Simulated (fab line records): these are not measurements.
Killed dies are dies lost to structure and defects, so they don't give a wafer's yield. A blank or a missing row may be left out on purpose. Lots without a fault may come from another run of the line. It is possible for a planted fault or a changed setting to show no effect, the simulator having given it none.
Which tool did it? ; flow n5 finfet ; 24 lots with 72 wafers sampled at 6 steps, on a route of 1938 steps

== WHAT EACH GAUGE READ, for each wafer ==
Not one reading of a measure or inspect step in the record can be checked against a usual standard deviation.

== WHICH TOOL RAN EACH LOT (tool, then ch and the chambers of the sampled wafers, then the start) ==
lot;N5_BEOL_M6_SURFACE_TREAT_79;N5_BEOL_M6_ANNEAL_51;N5_BEOL_M7_DESCUM_16;N5_BEOL_M7_STRIP_36;N5_BEOL_M7_TRENCH_ETCH_37;N5_BEOL_M8_CURE_74
L075;pvd sputter-03, day 9 02:12;rtp anneal-01 ch 0, day 9 03:17;rie diel-02 ch 0,1,2, day 9 06:43;rie diel-01 ch 2,3, day 9 09:25;rie diel-01 ch 2,3, day 9 12:18 or earlier;uv cure-03 ch 2, day 9 12:18
L076;pvd sputter-01, day 9 07:10;rtp anneal-02 ch 0, day 9 07:58;rie diel-02 ch 0,1,3, day 9 11:21;rie diel-04 ch 2,3, day 9 12:55;rie diel-04 ch 2,3, day 9 17:20 or earlier;uv cure-03 ch 2, day 9 17:20
L077;pvd sputter-03, day 9 07:44;rtp anneal-02 ch 0, day 9 09:33;rie diel-01 ch 0,1,3, day 9 13:11;rie diel-01 ch 0,3, day 9 15:28;rie diel-01 ch 0,3, day 9 18:56 or earlier;uv cure-02 ch 2, day 9 18:56
L074;pvd sputter-02, day 9 18:12;rtp anneal-02 ch 0, day 9 18:41;rie diel-04 ch 1,2, day 9 21:54;rie diel-02 ch 1,2,3, day 10 01:18;rie diel-02 ch 1,2,3, day 10 05:11 or earlier;uv cure-02 ch 2, day 10 05:11
L079;pvd sputter-01, day 9 22:28;rtp anneal-01 ch 0, day 9 23:28;rie diel-01 ch 0,2,3, day 10 02:16;rie diel-02 ch 2,3, day 10 04:14;rie diel-02 ch 2,3, day 10 08:15 or earlier;uv cure-02 ch 0, day 10 08:15
L078;pvd sputter-01, day 10 02:25;rtp anneal-02 ch 0, day 10 04:06;rie diel-01 ch 0,1,3, day 10 08:13;rie diel-01 ch 0,1,3, day 10 09:44;rie diel-01 ch 0,1,3, day 10 13:01 or earlier;uv cure-01 ch 2, day 10 13:01
L080;pvd sputter-02, day 10 04:17;rtp anneal-01 ch 0, day 10 05:03;rie diel-01 ch 0,1, day 10 08:32;rie diel-04 ch 0,2,3, day 10 09:43;rie diel-04 ch 0,2,3, day 10 14:52 or earlier;uv cure-02 ch 1, day 10 14:52
L081;pvd sputter-01, day 10 08:26;rtp anneal-02 ch 0, day 10 09:04;rie diel-04 ch 0,2, day 10 11:28;rie diel-01 ch 0,3, day 10 13:32;rie diel-01 ch 0,3, day 10 18:07 or earlier;uv cure-03 ch 0, day 10 18:07
L082;pvd sputter-01, day 10 22:21;rtp anneal-01 ch 0, day 10 23:15;rie diel-02 ch 0,1,2, day 11 02:02;rie diel-01 ch 1,2,3, day 11 03:12;rie diel-01 ch 1,2,3, day 11 06:29 or earlier;uv cure-01 ch 2, day 11 06:29
L083;pvd sputter-01, day 11 01:58;rtp anneal-01 ch 0, day 11 02:34;rie diel-01 ch 1,2,3, day 11 05:26;rie diel-04 ch 0,2,3, day 11 07:29;rie diel-04 ch 0,2,3, day 11 11:05 or earlier;uv cure-01 ch 1, day 11 11:05
L084;pvd sputter-03, day 11 11:27;rtp anneal-01 ch 0, day 11 13:51;rie diel-02 ch 0,1,3, day 11 17:23;rie diel-01 ch 0,2,3, day 11 18:41;rie diel-01 ch 0,2,3, day 11 22:10 or earlier;uv cure-03 ch 1, day 11 22:10
L085;pvd sputter-01, day 11 20:50;rtp anneal-02 ch 0, day 11 21:27;rie diel-02 ch 1,2, day 12 01:25;rie diel-04 ch 0,2,3, day 12 02:56;rie diel-04 ch 0,2,3, day 12 06:16 or earlier;uv cure-01 ch 0, day 12 06:16
L086;pvd sputter-01, day 11 22:02;rtp anneal-02 ch 0, day 11 23:04;rie diel-01 ch 0,1, day 12 02:59;rie diel-01 ch 0,2,3, day 12 04:46;rie diel-01 ch 0,2,3, day 12 07:58 or earlier;uv cure-02 ch 1, day 12 07:58
L087;pvd sputter-03, day 12 06:24;rtp anneal-01 ch 0, day 12 07:07;rie diel-04 ch 2,3, day 12 09:53;rie diel-04 ch 0,1, day 12 14:26;rie diel-04 ch 0,1, day 12 17:04 or earlier;uv cure-02 ch 1, day 12 17:04
L088;pvd sputter-03, day 12 14:37;rtp anneal-02 ch 0, day 12 15:20;rie diel-04 ch 1,2,3, day 12 18:11;rie diel-01 ch 1,2,3, day 12 21:07;rie diel-01 ch 1,2,3, day 13 00:01 or earlier;uv cure-02 ch 0, day 13 00:01
L089;pvd sputter-03, day 12 16:34;rtp anneal-02 ch 0, day 12 17:00;rie diel-01 ch 0,1,3, day 12 22:07;rie diel-04 ch 2,3, day 13 00:10;rie diel-04 ch 2,3, day 13 03:03 or earlier;uv cure-01 ch 0, day 13 03:03
L091;pvd sputter-03, day 12 19:45;rtp anneal-01 ch 0, day 12 20:23;rie diel-04 ch 1,2, day 12 23:37;rie diel-02 ch 0,2,3, day 13 01:33;rie diel-02 ch 0,2,3, day 13 06:14 or earlier;uv cure-01 ch 2, day 13 06:14
L090;pvd sputter-03, day 13 06:24;rtp anneal-01 ch 0, day 13 07:13;rie diel-04 ch 0,1, day 13 10:28;rie diel-04 ch 0,3, day 13 13:17;rie diel-04 ch 0,3, day 13 17:00 or earlier;uv cure-01 ch 1, day 13 17:00
L092;pvd sputter-03, day 13 12:50;rtp anneal-01 ch 0, day 13 13:31;rie diel-01 ch 0,3, day 13 16:01;rie diel-02 ch 1,3, day 13 20:58;rie diel-02 ch 1,3, day 14 00:38 or earlier;uv cure-01 ch 2, day 14 00:38
L094;pvd sputter-01, day 13 14:17;rtp anneal-01 ch 0, day 13 15:34;rie diel-01 ch 1,2,3, day 13 20:37;rie diel-02 ch 0,3, day 13 23:26;rie diel-02 ch 0,3, day 14 02:55 or earlier;uv cure-03 ch 0, day 14 02:55
L093;pvd sputter-03, day 13 14:43;rtp anneal-02 ch 0, day 13 15:55;rie diel-01 ch 0,3, day 13 20:52;rie diel-04 ch 0,3, day 13 23:29;rie diel-04 ch 0,3, day 14 03:05 or earlier;uv cure-02 ch 0, day 14 03:05
L095;pvd sputter-01, day 14 04:04;rtp anneal-01 ch 0, day 14 05:50;rie diel-01 ch 0,1,2, day 14 08:13;rie diel-02 ch 0,1, day 14 09:27;rie diel-02 ch 0,1, day 14 12:43 or earlier;uv cure-02 ch 0, day 14 12:43
L096;pvd sputter-03, day 14 10:47;rtp anneal-01 ch 0, day 14 11:31;rie diel-01 ch 0,2,3, day 14 13:55;rie diel-02 ch 0,3, day 14 16:21;rie diel-02 ch 0,3, day 14 19:55 or earlier;uv cure-03 ch 2, day 14 19:55
L097;pvd sputter-01, day 14 11:16;rtp anneal-01 ch 0, day 14 12:08;rie diel-01 ch 0,2,3, day 14 14:16;rie diel-01 ch 0,1, day 14 15:50;rie diel-01 ch 0,1, day 14 18:50 or earlier;uv cure-02 ch 2, day 14 18:50
- N5_BEOL_M6_SURFACE_TREAT_79
- N5_BEOL_M6_ANNEAL_51: time 90 s.
- N5_BEOL_M7_DESCUM_16: chemistry O2, time 7.9 s.
- N5_BEOL_M7_STRIP_36: strips in N2/H2.
- N5_BEOL_M7_TRENCH_ETCH_37: etches SiCOH lowk in C4F6/O2, target depth 93.478 nm, time 31.2 s.
- N5_BEOL_M8_CURE_74: cures SiCOH lowk, time 240 s.

== AS READ BY THE TOOLS THEMSELVES (means over the sampled wafers that have a number; for cases with no such wafer, the mark the record gives instead) ==
N5_BEOL_M6_ANNEAL_51.
lot;tool;wafer_temp_C_max
L075;rtp anneal-01;226.3
L076;rtp anneal-02;225.8
L077;rtp anneal-02;225.7
L074;rtp anneal-02;225.4
L079;rtp anneal-01;226.1
L078;rtp anneal-02;225.6
L080;rtp anneal-01;226.3
L081;rtp anneal-02;225.7
L082;rtp anneal-01;226.3
L083;rtp anneal-01;226.3
L084;rtp anneal-01;226.4
L085;rtp anneal-02;225.5
L086;rtp anneal-02;225.7
L087;rtp anneal-01;226.4
L088;rtp anneal-02;225.7
L089;rtp anneal-02;225.6
L091;rtp anneal-01;226.4
L090;rtp anneal-01;226.5
L092;rtp anneal-01;226.3
L094;rtp anneal-01;226.8
L093;rtp anneal-02;225.7
L095;rtp anneal-01;226.3
L096;rtp anneal-01;226.0
L097;rtp anneal-01;226.4

N5_BEOL_M7_DESCUM_16.
lot;tool;drypump motor current A (A);oes product au (a.u.);rf vpp V (V);showerhead plenum p Torr (Torr);throttle valve pct (%)
L075;rie diel-02;5.7;0.87;244.2;2.14;20.20
L076;rie diel-02;5.7;0.79;243.6;2.10;20.47
L077;rie diel-01;5.9;0.83;243.3;2.09;20.34
L074;rie diel-04;5.2;0.81;243.0;2.11;20.54
L079;rie diel-01;6.1;0.79;241.8;2.05;20.15
L078;rie diel-01;5.9;0.83;242.6;2.09;20.35
L080;rie diel-01;5.5;0.88;242.9;2.07;20.29
L081;rie diel-04;5.9;0.73;242.8;2.06;20.42
L082;rie diel-02;5.7;0.84;244.7;2.13;20.24
L083;rie diel-01;6.5;0.79;242.1;2.08;20.33
L084;rie diel-02;5.7;0.76;243.5;2.09;20.51
L085;rie diel-02;5.9;0.81;244.9;2.16;20.20
L086;rie diel-01;5.5;0.85;242.5;2.07;20.32
L087;rie diel-04;6.0;0.74;241.3;2.01;20.38
L088;rie diel-04;5.8;0.78;242.3;2.06;20.46
L089;rie diel-01;5.9;0.80;242.3;2.08;20.37
L091;rie diel-04;5.5;0.75;241.6;2.05;20.51
L090;rie diel-04;5.7;0.74;244.0;2.15;20.57
L092;rie diel-01;5.9;0.75;242.2;2.07;20.28
L094;rie diel-01;6.5;0.77;244.1;2.07;20.35
L093;rie diel-01;5.5;0.79;243.0;2.05;20.24
L095;rie diel-01;6.1;0.80;242.3;2.05;20.31
L096;rie diel-01;6.0;0.76;242.3;2.04;20.21
L097;rie diel-01;6.1;0.76;241.9;2.04;20.21

N5_BEOL_M7_STRIP_36.
lot;tool;drypump motor current A (A);oes product au (a.u.);rf vpp V (V);showerhead plenum p Torr (Torr);throttle valve pct (%)
L075;rie diel-01;6.6;0.77;58.6;2.47;23.3
L076;rie diel-04;6.4;0.78;56.7;2.43;23.4
L077;rie diel-01;5.5;0.83;59.3;2.48;23.3
L074;rie diel-02;5.9;0.76;61.5;2.57;23.6
L079;rie diel-02;6.1;0.82;59.8;2.62;23.6
L078;rie diel-01;5.9;0.83;60.1;2.51;23.4
L080;rie diel-04;6.1;0.75;59.2;2.50;23.7
L081;rie diel-01;5.9;0.77;58.5;2.48;23.2
L082;rie diel-01;6.5;0.79;59.3;2.50;23.4
L083;rie diel-04;6.2;0.74;57.9;2.49;23.7
L084;rie diel-01;6.1;0.79;60.5;2.47;23.3
L085;rie diel-04;6.1;0.74;60.2;2.49;23.7
L086;rie diel-01;6.1;0.78;59.9;2.47;23.3
L087;rie diel-04;5.4;0.79;59.3;2.61;24.0
L088;rie diel-01;6.5;0.77;60.3;2.50;23.4
L089;rie diel-04;6.0;0.73;58.9;2.42;23.5
L091;rie diel-02;6.0;0.80;59.0;2.60;23.8
L090;rie diel-04;6.3;0.73;60.3;2.56;23.9
L092;rie diel-02;5.6;0.70;59.3;2.51;23.7
L094;rie diel-02;5.7;0.80;59.3;2.58;24.0
L093;rie diel-04;6.5;0.75;58.7;2.48;23.7
L095;rie diel-02;5.5;0.81;58.8;2.58;23.8
L096;rie diel-02;5.9;0.72;59.4;2.53;24.0
L097;rie diel-01;5.5;0.82;58.7;2.49;23.6

N5_BEOL_M7_TRENCH_ETCH_37.
lot;tool;drypump motor current A (A);oes product au (a.u.);rf vpp V (V);showerhead plenum p Torr (Torr);throttle valve pct (%)
L075;rie diel-01;6.6;0.76;667;2.76;20.48
L076;rie diel-04;6.3;0.77;670;2.73;20.65
L077;rie diel-01;5.5;0.83;666;2.78;20.48
L074;rie diel-02;5.8;0.78;665;2.89;20.94
L079;rie diel-02;6.1;0.81;661;2.95;20.90
L078;rie diel-01;5.9;0.81;654;2.82;20.74
L080;rie diel-04;6.2;0.74;684;2.79;20.78
L081;rie diel-01;5.9;0.77;660;2.79;20.52
L082;rie diel-01;6.5;0.77;654;2.81;20.74
L083;rie diel-04;6.2;0.73;684;2.79;20.79
L084;rie diel-01;6.1;0.78;666;2.76;20.50
L085;rie diel-04;6.2;0.73;683;2.79;20.79
L086;rie diel-01;6.1;0.77;667;2.76;20.50
L087;rie diel-04;5.4;0.79;671;2.91;21.00
L088;rie diel-01;6.5;0.76;653;2.81;20.77
L089;rie diel-04;6.0;0.72;671;2.71;20.71
L091;rie diel-02;5.9;0.80;654;2.90;20.97
L090;rie diel-04;6.3;0.72;696;2.86;20.93
L092;rie diel-02;5.6;0.71;669;2.82;21.03
L094;rie diel-02;5.7;0.81;646;2.86;21.02
L093;rie diel-04;6.5;0.74;681;2.78;20.79
L095;rie diel-02;5.5;0.82;642;2.87;20.90
L096;rie diel-02;5.9;0.73;663;2.84;21.16
L097;rie diel-01;5.5;0.82;659;2.79;20.76

N5_BEOL_M8_CURE_74.
lot;tool;lamp power pct (%);wafer_temp_C_max
L075;uv cure-03;52.37;387.6
L076;uv cure-03;52.27;388.6
L077;uv cure-02;52.37;386.6
L074;uv cure-02;52.33;386.5
L079;uv cure-02;52.32;387.4
L078;uv cure-01;52.29;386.8
L080;uv cure-02;52.26;386.7
L081;uv cure-03;52.33;386.6
L082;uv cure-01;52.36;387.2
L083;uv cure-01;52.31;387.7
L084;uv cure-03;52.29;387.1
L085;uv cure-01;52.29;387.2
L086;uv cure-02;52.35;386.5
L087;uv cure-02;52.32;386.4
L088;uv cure-02;52.30;387.0
L089;uv cure-01;52.24;387.3
L091;uv cure-01;52.25;387.1
L090;uv cure-01;52.30;387.1
L092;uv cure-01;52.34;387.1
L094;uv cure-03;52.33;386.9
L093;uv cure-02;52.32;387.0
L095;uv cure-02;52.29;386.7
L096;uv cure-03;52.28;387.7
L097;uv cure-02;52.32;386.9

== THE ANSWER, worked out from the rows above alone ==
Rule: usual is defined by the lots themselves. The widest of any qualifying gaps counts: lots, ordered by their means at a reading, are off when they make up no more than a third of the lots, leave a main group of 4 or more, and stand apart from it by 3 or more times the standard deviation of that group's means. If all means in a main group match to the digits the tables above print for the reading, that group is not used. Also off: a lot with no number at a reading for which 4 or more lots have one. All remaining lots with rows at the step are treated as sound. Order of review: gauges by route order, followed by the tools' own readings, for which a lot's mean as printed above is used. The first step at which some lot is off is used, and at that step the reading that is off furthest; a lot without a number counts as furthest.
No lot is off on any of the readings shown, so nothing can be concluded from this.

== WHAT HAD BEEN PUT IN BY THE SIMULATOR ==
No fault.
